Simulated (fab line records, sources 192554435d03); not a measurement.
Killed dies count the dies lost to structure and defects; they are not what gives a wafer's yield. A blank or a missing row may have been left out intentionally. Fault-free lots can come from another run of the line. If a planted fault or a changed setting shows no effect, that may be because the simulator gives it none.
fab line records    flow n5-finfet
record lots=6  wafers=18  last-day=18
route steps=1938 shown BEOL_M9@1405 PASSIVATION@1936
lots that met no fault: from a run of the same line without faults
start-h: the number of hours between the record's first day and the start of the first shown wafer of the lot    wait-h: hours from the lot's prior step to this one    " as in the row above    L1.1+2: a row that stands for several wafers    - value missing, or start not given    * or withheld: withheld    < > ~ a bound
route shown NAME@n: NAME is a module with steps in the file, n the number in the route of the first one    usual: average and standard deviation across the fault-free wafers    same: alike in all rows    chamber/n: place in a boat    sites: per-site readings    _std_site: standard deviation across them    _edge_site: mean of outer sites minus mean of inner sites    radius-mm: for every site, how far away it sits from the centre of the wafer    mask NAME#n: copy n    behind: tool/chamber where the wafer was last shaped    hold: why the lot was held/for how many hours/how that ended    device: transistor that didn't switch, given as n, p or np    end of line: the tests these same wafers got at the end of their route    a step given without rows: its recipe and nothing more    killed: dies that structure and defects cost at the first sort, which is not the same as the wafer's yield    map: dies across one wafer; x = killed, . = not, _ = none there
set.NAME: the setting that was run; set.NAME@STEP: the one run at that earlier step    model.NAME: the simulator's own value behind a step, which no gauge read
a table for each step, a row for each wafer; lots at some steps of the route
services: the hour from which a tool's chamber was out of use, counted from the record's first day as start-h (under 0 if before that day), plus the number of hours and why
## steps
# step N5_BEOL_M9_HM_DEP_02
# recipe material=TiN  target-thk-a=200  temp-c=25  chamber-pressure-pa=0.49996
# usual throttle-valve-pct=30.0/1.6
lot.wafer  tool            chamber  start-h  wait-h  throttle-valve-pct
L744.3     pvd-sputter-03  -        247.46   0.7     33.8
L744.4     "               -        "        "       30.1
L744.6     "               -        "        "       33.2
L745.2     pvd-sputter-03  -        259.73   0.9     33.6
L745.4     "               -        "        "       29.6
L745.5     "               -        "        "       30.2
L746.2     pvd-sputter-02  -        289.13   3.0     30.0
L746.3     "               -        "        "       29.3
L746.6     "               -        "        "       29.6
L763.1     pvd-sputter-03  -        355.36   3.3     30.2
L763.2     "               -        "        "       27.3
L763.3     "               -        "        "       33.4
L764.2     pvd-sputter-01  -        369.85   1.9     29.7
L764.4     "               -        "        "       31.0
L764.6     "               -        "        "       29.1
L765.1     pvd-sputter-02  -        369.88   1.6     29.3
L765.4     "               -        "        "       30.6
L765.5     "               -        "        "       30.8
# step N5_BEOL_M9_COAT_59
# recipe resist=SOC  temp-c=250  time-s=60  spin-rpm=1500  resist-thk-nm=100
# step N5_BEOL_M9_COAT_60
# recipe resist=SiARC  temp-c=220  time-s=60  spin-rpm=1500  resist-thk-nm=30
# step N5_BEOL_M9_COAT_05
# recipe resist=CAR-ArF  spin-rpm=1500  resist-thk-nm=90
# step N5_BEOL_M9_EBR_07
# recipe solvent=PGMEA  ebr-width-mm=1.5
# step N5_BEOL_M9_SOFTBAKE_06
# recipe temp-c=110  time-s=60  resist=CAR-ArF
# step N5_BEOL_M9_EXPOSE_08
# recipe mask-id=M9  na=1.35  source-shape=dipole  sigma-inner=0.411  sigma-outer=0.611  polarization=te  dose-mj=53.75
# step N5_BEOL_M9_PEB_09
# recipe peb-temp-c=withheld  peb-time-s=60  resist=CAR-ArF
# step N5_BEOL_M9_DEVELOP_10
# recipe develop-time-s=30  developer=TMAH  resist=CAR-ArF  rinse-liquid=diw  dry=air-spin  dev-temp-c=23
# step N5_BEOL_M9_CD_MEAS_11
# recipe target-cd-nm=64.1  landing-energy-ev=500  detector=se-inlens  polarity=opening
# usual cd-nm=64.1/0.57
lot.wafer  tool       chamber  start-h  wait-h  cd-nm
L744.3     cd-sem-01  0        247.96   -       64.2
L744.4     "          0        "        "       64.8
L744.6     "          0        "        "       63.6
L745.2     cd-sem-01  0        260.10   -       63.9
L745.4     "          0        "        "       63.8
L745.5     "          0        "        "       64.7
L746.2     cd-sem-03  0        289.63   -       64.0
L746.3     "          0        "        "       63.7
L746.6     "          0        "        "       63.4
L763.1     cd-sem-02  0        355.85   -       64.1
L763.2     "          0        "        "       64.6
L763.3     "          0        "        "       63.0
L764.2     cd-sem-03  0        370.35   -       64.3
L764.4     "          0        "        "       63.4
L764.6     "          0        "        "       62.9
L765.1     cd-sem-03  0        370.51   -       65.0
L765.4     "          0        "        "       64.2
L765.5     "          0        "        "       65.0
# step N5_BEOL_M9_OVL_MEAS_12
# recipe points-per-wafer=44
# usual M9_OVL=-0.3/0.76
lot.wafer  tool        chamber  start-h  wait-h  M9_OVL[nm]
L744.3     overlay-01  0        247.99   0.0     -0.9
L744.4     "           0        "        "       -0.2
L744.6     "           0        "        "       -0.7
L745.2     overlay-01  0        260.13   0.0     0.0
L745.4     "           0        "        "       -0.1
L745.5     "           0        "        "       0.3
L746.2     overlay-01  0        289.66   0.0     -0.7
L746.3     "           0        "        "       -2.0
L746.6     "           0        "        "       -0.5
L763.1     overlay-01  0        355.88   0.0     0.1
L763.2     "           0        "        "       -0.3
L763.3     "           0        "        "       -0.1
L764.2     overlay-01  0        370.38   0.0     -0.9
L764.4     "           0        "        "       -0.1
L764.6     "           0        "        "       -0.2
L765.1     overlay-01  0        370.54   0.0     0.4
L765.4     "           0        "        "       1.2
L765.5     "           0        "        "       0.8
# step N5_BEOL_M9_INSPECT_13
# recipe mode=adi  inspect-instrument=brightfield
# usual raw-defect-count=429/86
lot.wafer  tool               chamber  start-h  wait-h  raw-defect-count
L744.3     defect-inspect-02  -        248.02   0.0     385
L744.4     "                  -        "        "       319
L744.6     "                  -        "        "       438
L745.2     defect-inspect-01  -        260.15   0.0     478
L745.4     "                  -        "        "       375
L745.5     "                  -        "        "       561
L746.2     defect-inspect-01  -        289.68   0.0     603
L746.3     "                  -        "        "       550
L746.6     "                  -        "        "       513
L763.1     defect-inspect-01  -        355.91   0.0     520
L763.2     "                  -        "        "       422
L763.3     "                  -        "        "       373
L764.2     defect-inspect-02  -        370.40   0.0     481
L764.4     "                  -        "        "       575
L764.6     "                  -        "        "       482
L765.1     defect-inspect-01  -        370.56   0.0     503
L765.4     "                  -        "        "       582
L765.5     "                  -        "        "       714
# step N5_BEOL_M9_DESCUM_16
# recipe chemistry=O2  time-s=7.9  source-power-w=50  bias-power-w=20  pressure-mtorr=20  rf-frequency-hz=2.712e+07  temp-c=40  resist=CAR-ArF  o2-flow-sccm=225
# usual bias-power-w=20.02/0.066  drypump-motor-current-A=5.6/0.34  oes-product-au=0.80/0.092  rf-vpp-V=243.2/1.5  showerhead-plenum-p-Torr=2.09/0.071  throttle-valve-pct=20.34/0.23
lot.wafer  tool         chamber  start-h  wait-h  bias-power-w  drypump-motor-current-A  oes-product-au  rf-hours-counter-h  rf-vpp-V  showerhead-plenum-p-Torr  throttle-valve-pct  model.CAR-ArF_of_BEOL_M9_COAT_05.thk-nm
L744.3     rie-diel-04  3        248.05   0.0     19.99         5.5                      0.69            236                 242.3     1.98                      20.78               83.4
L744.4     "            0        "        "       20.07         5.7                      0.71            -                   242.5     2.07                      20.88               83.6
L744.6     "            1        "        "       20.13         5.9                      0.72            -                   245.0     2.15                      20.26               83.6
L745.2     rie-diel-05  1        260.18   0.0     20.02         5.1                      0.84            57                  243.2     2.13                      20.27               83
L745.4     "            0        "        "       20.01         5.3                      0.72            190                 242.1     2.06                      20.24               82.2
L745.5     "            0        "        "       20.14         5.3                      0.71            -                   242.8     2.06                      20.24               83.2
L746.2     rie-diel-05  2        289.72   0.0     20.02         5.9                      0.72            182                 241.2     2.07                      20.22               83.2
L746.3     "            1        "        "       20.06         5.1                      0.82            64                  243.9     2.13                      20.26               83.4
L746.6     "            2        "        "       20.03         5.9                      0.71            -                   242.6     2.07                      20.22               82
L763.1     rie-diel-05  1        356.15   0.2     20.03         5.1                      0.79            83                  244.5     2.12                      20.32               83.4
L763.2     "            2        "        "       20.05         5.8                      0.71            198                 241.7     2.07                      20.25               83.2
L763.3     "            3        "        "       20.19         6.3                      0.87            47                  245.6     2.21                      20.47               83.6
L764.2     rie-diel-02  3        370.72   0.3     20.07         5.5                      0.84            51                  241.9     2.02                      20.49               83
L764.4     "            1        "        "       20.05         5.8                      0.87            36                  243.5     2.15                      20.11               83.2
L764.6     "            3        "        "       20.13         5.4                      0.83            -                   242.0     2.02                      20.48               83
L765.1     rie-diel-04  1        370.90   0.3     20.08         5.9                      0.70            229                 243.3     2.13                      20.30               83.8
L765.4     "            0        "        "       20.02         5.7                      0.68            243                 243.5     2.06                      20.91               83.8
L765.5     "            0        "        "       20.15         5.7                      0.68            -                   243.0     2.06                      20.93               83.8
# step N5_BEOL_M9_ETCH_61
# recipe chemistry=CF4  target=SiARC  target-depth-a=390  mask-material=CAR-ArF  time-s=65  ion-energy-ev=80  pressure-mtorr=40  source-w=545  bias-w=36  Ar_flow_sccm=100  cf4-flow-sccm=100  ends=cleared
# usual drypump-motor-current-A=5.6/0.34  etch-rf-on-time-s=65.8/1.6  oes-product-au=0.68/0.081  rf-vpp-V=184.2/1.1  showerhead-plenum-p-Torr=2.15/0.069  throttle-valve-pct=15.56/0.23
lot.wafer  tool         chamber  start-h  wait-h  drypump-motor-current-A  etch-rf-on-time-s  oes-product-au  rf-hours-counter-h  rf-vpp-V  showerhead-plenum-p-Torr  throttle-valve-pct  model.CAR-ArF_of_BEOL_M9_COAT_05.thk-nm
L744.3     rie-diel-04  3        248.08   0.0     5.5                      65.3               0.59            236                 181.8     2.02                      15.99               55.4
L744.4     "            0        "        "       5.7                      70.0               0.58            -                   184.0     2.12                      15.97               55.6
L744.6     "            1        "        "       5.9                      66.8               0.60            -                   185.8     2.22                      15.62               55.6
L745.2     rie-diel-05  1        260.22   0.0     5.1                      63.3               0.72            57                  185.5     2.18                      15.47               55
L745.4     "            0        "        "       5.3                      66.6               0.60            190                 183.7     2.12                      15.62               54.2
L745.5     "            0        "        "       5.3                      66.0               0.61            -                   183.8     2.12                      15.61               55.2
L746.2     rie-diel-05  2        289.75   0.0     5.8                      63.7               0.62            182                 184.0     2.12                      15.49               55.4
L746.3     "            1        "        "       5.1                      63.8               0.71            64                  183.8     2.18                      15.48               55.4
L746.6     "            2        "        "       5.8                      63.8               0.62            -                   183.4     2.12                      15.47               54
L763.1     rie-diel-05  1        356.18   0.0     5.1                      65.0               0.68            83                  184.4     2.17                      15.51               55.2
L763.2     "            2        "        "       5.9                      64.6               0.61            198                 183.9     2.12                      15.51               55.2
L763.3     "            3        "        "       6.3                      66.3               0.73            47                  186.9     2.26                      15.63               55.6
L764.2     rie-diel-02  3        370.75   0.0     5.5                      64.8               0.72            51                  184.4     2.08                      15.63               55.2
L764.4     "            1        "        "       5.8                      66.8               0.73            36                  185.0     2.18                      15.23               55.4
L764.6     "            3        "        "       5.5                      64.8               0.72            -                   184.3     2.08                      15.64               55
L765.1     rie-diel-04  1        370.93   0.0     5.9                      68.1               0.57            229                 184.0     2.21                      15.69               55.8
L765.4     "            0        "        "       5.7                      70.2               0.57            243                 185.6     2.11                      16.07               55.8
L765.5     "            0        "        "       5.7                      70.5               0.57            -                   182.8     2.11                      16.06               55.8
# step N5_BEOL_M9_ETCH_62
# recipe chemistry=N2/H2  target=SOC  target-depth-a=1100  overetch-a=220  mask-material=SiARC  temp-c=40  time-s=165  ion-energy-ev=200  pressure-mtorr=30  source-w=840  bias-w=150  n2-flow-sccm=200  h2-flow-sccm=200
# usual drypump-motor-current-A=5.6/0.35  oes-product-au=0.68/0.076  rf-vpp-V=524.1/2.5  showerhead-plenum-p-Torr=2.55/0.09  throttle-valve-pct=17.77/0.21
lot.wafer  tool         chamber  start-h  wait-h  drypump-motor-current-A  oes-product-au  rf-hours-counter-h  rf-vpp-V  showerhead-plenum-p-Torr  throttle-valve-pct
L744.3     rie-diel-04  3        248.13   0.0     5.5                      0.58            236                 519.4     2.40                      18.18
L744.4     "            0        "        "       5.7                      0.61            -                   523.0     2.51                      18.09
L744.6     "            1        "        "       5.9                      0.61            -                   526.7     2.65                      17.90
L745.2     rie-diel-05  1        260.27   0.0     5.1                      0.71            57                  525.3     2.58                      17.61
L745.4     "            0        "        "       5.3                      0.61            190                 524.2     2.51                      17.69
L745.5     "            0        "        "       5.3                      0.61            -                   522.8     2.51                      17.69
L746.2     rie-diel-05  2        289.80   0.0     5.9                      0.61            182                 522.9     2.52                      17.58
L746.3     "            1        "        "       5.1                      0.70            65                  525.0     2.57                      17.60
L746.6     "            2        "        "       5.9                      0.61            -                   523.3     2.52                      17.58
L763.1     rie-diel-05  1        356.23   0.0     5.1                      0.68            84                  524.1     2.57                      17.66
L763.2     "            2        "        "       5.9                      0.60            198                 524.4     2.51                      17.60
L763.3     "            3        "        "       6.3                      0.74            47                  526.9     2.71                      17.96
L764.2     rie-diel-02  3        370.80   0.0     5.5                      0.70            51                  521.1     2.47                      17.88
L764.4     "            1        "        "       5.9                      0.73            36                  524.9     2.61                      17.44
L764.6     "            3        "        "       5.5                      0.71            -                   523.3     2.47                      17.88
L765.1     rie-diel-04  1        370.98   0.0     6.0                      0.58            229                 526.8     2.63                      17.98
L765.4     "            0        "        "       5.7                      0.58            243                 522.7     2.49                      18.15
L765.5     "            0        "        "       5.7                      0.58            -                   524.0     2.49                      18.15
# step N5_PASSIVATION_PROBE_49
# usual defect-limited-yield=91.2/1.6  killed_at_M0_to_M3=35/11  killed_at_M4_up=14/5.4  killed-at-contacts=13/6  killed-at-front-end=38/11  killed-at-other=3.4/2.6  killed-dies=104/19  killed-open=68/13  killed-short=34/8.5  sort_bin_5_function=5.1/1  sort_bin_6_memory=3.3/0.72  sort_bin_8_speed=0.1/0.9  sort-n-pass=1075/22  sort-yield-pct=91.1/1.9
# same gross-dies=1180  killed-at-back-side=0  sort_bin_4_leakage[%]=0
lot.wafer  tool       chamber  start-h  wait-h  defect-limited-yield[%]  killed_at_M0_to_M3  killed_at_M4_up  killed-at-contacts  killed-at-front-end  killed-at-other  killed-dies  killed-open  killed-short  sort_bin_5_function[%]  sort_bin_6_memory[%]  sort_bin_8_speed[%]  sort-n-pass  sort-yield-pct[%]
L765.1     prober-02  -        435.97   0.0     91.9                     31                  20               23                  20                   1                95           64           26            3.7                     3.8                   0                    1085         91.9
L765.4     prober-02  -        436.12   0.2     94.0                     24                  10               16                  18                   3                71           50           21            3.8                     1.9                   0                    1109         94.0
L765.5     prober-02  -        436.17   0.2     93.3                     24                  18               12                  22                   3                79           53           23            3.6                     3.1                   0                    1101         93.3
# killed by level:class
L765.1 MOL_CONTACT_COAG:geometric-particle:open=17 BEOL_M4:geometric-particle:open=11 BEOL_M0_SAQP:geometric-particle:open=10 BEOL_M2:geometric-particle:open=8 MOL_CONTACT_COAG:geometric-particle:short=6 BEOL_M0_SAQP:geometric-particle:short=6 DUMMY_GATE:geometric-particle:open=4 HKMG_FIN:area-etch=4
L765.4 MOL_CONTACT_COAG:geometric-particle:open=14 BEOL_M0_SAQP:geometric-particle:short=9 GATE_CUT:geometric-particle:short=4 BEOL_M0:geometric-particle:open=4 BEOL_M4:geometric-particle:open=4 DUMMY_GATE:geometric-particle:open=3 SPACER0:geometric-particle:open=3 BEOL_M1:geometric-particle:open=3
L765.5 BEOL_M2:geometric-particle:open=12 MOL_CONTACT_COAG:geometric-particle:open=9 BEOL_M5:geometric-particle:open=6 BEOL_M4:geometric-particle:open=5 STI_FIN_REVEAL:geometric-particle:open=4 MOL_CONTACT_COAG:geometric-particle:short=3 BEOL_M0:geometric-particle:open=3 STARTING-WAFER:geometric-particle:short=3
## services
tool            chamber  start-h  hours  kind
rie-diel-02     1        228.55   -      clean
rie-diel-02     1        228.55   -      consumable-replace:focus-ring
rie-diel-02     1        228.55   24.3   scheduled-down
rie-diel-02     1        228.55   24.3   vent-cycle
pvd-sputter-03  -        239.40   1.2    repair
rie-diel-04     2        240.24   10.5   repair
rie-diel-02     -        257.01   2.8    pm
rie-diel-02     3        261.30   17.6   repair
rie-diel-04     3        301.26   -      clean
rie-diel-04     3        301.26   -      consumable-replace:focus-ring
rie-diel-04     3        301.26   -      consumable-replace:showerhead
rie-diel-04     3        301.26   23.8   scheduled-down
rie-diel-04     3        301.26   23.8   vent-cycle
rie-diel-02     1        307.24   11.4   repair
rie-diel-05     -        330.98   14.6   pm
pvd-sputter-01  -        352.83   2.6    repair
## key
first-sign none at tools or gauges
model-effect step=N5_BEOL_M9_DESCUM_16  value=CAR-ArF_of_BEOL_M9_COAT_05.thk-nm  without=83.3  struck=82.1
model-effect step=N5_BEOL_M9_ETCH_61  value=CAR-ArF_of_BEOL_M9_COAT_05.thk-nm  without=55.3  struck=54.1
met-at N5_BEOL_M9_DESCUM_16
struck-wafers L745.4,L746.6
fault kind=process-parameter-drift  tool=rie-diel-05  chamber=-  onset-h=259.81  steps=N5_BEOL_M9_DESCUM_16  channel=time-s  offset=*  shape=step  end-h=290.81  scope=struck-wafers-only  acts-in=*  stated=*
